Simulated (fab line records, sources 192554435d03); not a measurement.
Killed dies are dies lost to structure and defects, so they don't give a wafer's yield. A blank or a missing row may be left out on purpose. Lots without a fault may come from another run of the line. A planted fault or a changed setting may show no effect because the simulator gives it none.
A struck lot beside a sound one | flow n5_finfet | 14 steps out of a route of 1938
Sound: wafers L218.1, L218.5, L218.6. Struck: wafers L230.3, L230.5, L230.6. The cause comes at the end.
At each step with rows: each side's tool, then ch and its chambers, then its first start. Under that, the readings that differ: sound wafers | struck wafers | difference of the means | sigmas: that difference in standard deviations of wafers without a fault.
alike: readings whose means differ by less than 2 such deviations, and words and numbers that are the same on both sides. not compared: withheld readings, readings that some wafer has no value for, bounds like >300 that may hide the same value, and numbers for which the record gives no deviation and whose values overlap.
The two part at a step that has a row with sigmas, a row that says differs or no value, or rows on one side only. Numbers that don't overlap but have no deviation are shown without sigmas and don't part them. A reading that every wafer of one side lacks parts them only if that side has two wafers or more.

N5_PASSIVATION_STRIP_14: strips in O2.
  sound on rie_diel-05 ch 0,2,3, day 11 04:46; struck on rie_diel-05 ch 0,1,2, day 14 08:59
  alike: drypump_motor_current_A, oes_product_au, rf_vpp_V, showerhead_plenum_p_Torr, throttle_valve_pct
  not compared: rf_hours_counter_h
N5_PASSIVATION_ETCH_15: etches SiCN in CF4/N2, target depth 75 nm, time 81.2 s.
  sound on rie_diel-05 ch 0,2,3; struck on rie_diel-05 ch 0,1,2
  alike: drypump_motor_current_A, oes_product_au, rf_vpp_V, showerhead_plenum_p_Torr, throttle_valve_pct
  not compared: rf_hours_counter_h
then, 3 steps without rows for these wafers: N5_PASSIVATION_STRIP_73 (strips in post etch residue remover, time 60 s); N5_PASSIVATION_SRD_17 (time 30 s, dry time 30 s); N5_PASSIVATION_DEGAS_18 (time 60 s).
N5_PASSIVATION_PRE_CLEAN_19:
  sound on pvd_sputter-02, day 11 05:32; struck on pvd_sputter-02, day 14 09:51
  alike: heater_power_w
N5_PASSIVATION_SPUTTER_20: material TaN, target thk 50 nm.
  sound on pvd_sputter-02, day 11 05:34; struck on pvd_sputter-02, day 14 09:53
  alike: substrate_temp_c, throttle_valve_pct
N5_PASSIVATION_AL_DEP_21: deposits Al, target thk 2800 nm, time 170 s.
  sound on pvd_sputter-02, day 11 05:40; struck on pvd_sputter-02, day 14 09:59
  alike: cathode_dc_power_W, substrate_temp_c, throttle_valve_pct
then, 4 steps without rows for these wafers: N5_PASSIVATION_HMDS_23 (time 60 s); N5_PASSIVATION_COAT_24; N5_PASSIVATION_EBR_26; N5_PASSIVATION_SOFTBAKE_25 (time 90 s).
N5_PASSIVATION_EXPOSE_27: exposes mask PAD, defocus 0 nm.
  sound on krf_scanner-01 ch 0, day 11 05:59; struck on krf_scanner-01, day 14 10:25
  no value came back on the struck wafers for exposure_dose_mJ_cm2, focus_offset_nm (nm), reticle_temp_C (C), stage_vel_mm_s (mm/s); on the sound wafers exposure_dose_mJ_cm2 reads 32.31 32.30 32.35
  alike: mask
then, 1 step without rows for these wafers: N5_PASSIVATION_PEB_28.

WHERE THEY PART
Only at N5_PASSIVATION_EXPOSE_27, within this record.

WHY: what the simulator had put in
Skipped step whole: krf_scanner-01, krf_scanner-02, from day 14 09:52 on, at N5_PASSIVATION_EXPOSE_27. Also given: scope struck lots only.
